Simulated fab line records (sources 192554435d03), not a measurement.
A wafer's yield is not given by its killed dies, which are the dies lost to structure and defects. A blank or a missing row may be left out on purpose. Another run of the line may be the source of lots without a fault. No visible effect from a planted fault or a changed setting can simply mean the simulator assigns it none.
Problem report in the 8D (eight disciplines) form, filled by code	flow n5-finfet	the parts of the form that need people (team, actions taken, sign-off) are left out

== 1. THE PROBLEM ==
Wafers without a fault read 4000.3 nm, standard deviation 1.3; cd-nm at N5_PASSIVATION_CD_MEAS_30 reads a mean of 3939.5 nm on 6 wafers belonging to 2 lots. Relative to the usual mean, that is a shift of -47 standard deviations.
The step: target cd 4000 nm.
The first sign was on wafer L744.3 at day 16 05:04, on cd-sem-02. Wafers with a number at this step in the record: 33, from 11 lots. Rule for "out", or "out of limits": more than 4 standard deviations from the usual mean. The other wafers with a number count as sound.

== 2. WHAT IT IS, WHAT IT ISN'T ==
question	is	is not
which readings at this step	cd-nm	-
which lots	L744, L747	L733, L735, L736, L737, L740, L742, L748, L752, L756
which wafers of those lots	all that have a number	-
read on which gauges	cd-sem-02, cd-sem-03	cd-sem-01
when	from day 16 05:04	up to then (18 sound wafers); but 9 sound wafers of L748, L752, L756 came after

== 3. THE SUSPECTS, EACH WITH WHAT RULES IT OUT ==
Counting: a tool stays on the suspect list if, at a process step up to the reading, it processed all lots that are out and no sound lot following the first of them.
- the gauge at N5_PASSIVATION_CD_MEAS_30 is ruled out. Those wafers that are out were read across 2 gauges (cd-sem-02, cd-sem-03).
- krf-scanner-02 at N5_PASSIVATION_EXPOSE_27 (exposes mask PAD, defocus 0 nm): kept. All lots that are out passed through it, beginning with L744 at day 16 04:54, and no sound lot followed; its final sound lot before that point was L737 at day 13 22:43. Out on those wafers are its own readings of exposure-dose-mJ-cm2.
After counting, what remains is krf-scanner-02 at N5_PASSIVATION_EXPOSE_27.

== 4. THE CAUSE (what the simulator had put in) ==
Process parameters drifting: krf-scanner-02 at N5_PASSIVATION_EXPOSE_27, beginning at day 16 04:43. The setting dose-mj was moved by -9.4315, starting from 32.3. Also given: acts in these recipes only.
After counting, this tool was the only one left.

== 5. SEQUENCE OF EFFECTS, ordered by route ==
Each row: a reading where the mean over the struck wafers with a number is more than 3 standard deviations away from the usual. Scope: only readings with a usual standard deviation given in the record; hours: median across lots of the time from each lot's start at the first step in this table that gives one to its start at this step; sigmas: change in usual standard deviations.
hours	step	reading	usual	on struck wafers	change	sigmas
0	N5_PASSIVATION_EXPOSE_27	exposure-dose-mJ-cm2	32.300	22.871	-9.429	-99 or more
0	N5_PASSIVATION_CD_MEAS_30	cd-nm	4000.3 nm	3939.5	-60.8	-47
It contains these process steps:
- N5_PASSIVATION_EXPOSE_27: exposes mask PAD, defocus 0 nm.
Later steps that measure or inspect, where all struck wafers having a row at the step show a number for every such reading and not one has moved that far: N5_PASSIVATION_INSPECT_64, N5_PASSIVATION_INSPECT_67.

== 6. WHAT WOULD HAVE CAUGHT IT SOONER ==
Counted from the fault's start at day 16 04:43, it took 0 hours until the first out-of-limits reading at a measuring or inspecting step in this record, taken at day 16 05:04.
At N5_PASSIVATION_EXPOSE_27, the tool's own readings (exposure-dose-mJ-cm2) were out on each struck wafer the step has a row for, so an alarm limit on them would have fired on the first such wafer.
Of the lots that are out (2), L747 began N5_PASSIVATION_EXPOSE_27 on krf-scanner-02 after day 16 05:04. It would have been spared by a hold on the tool at that moment.
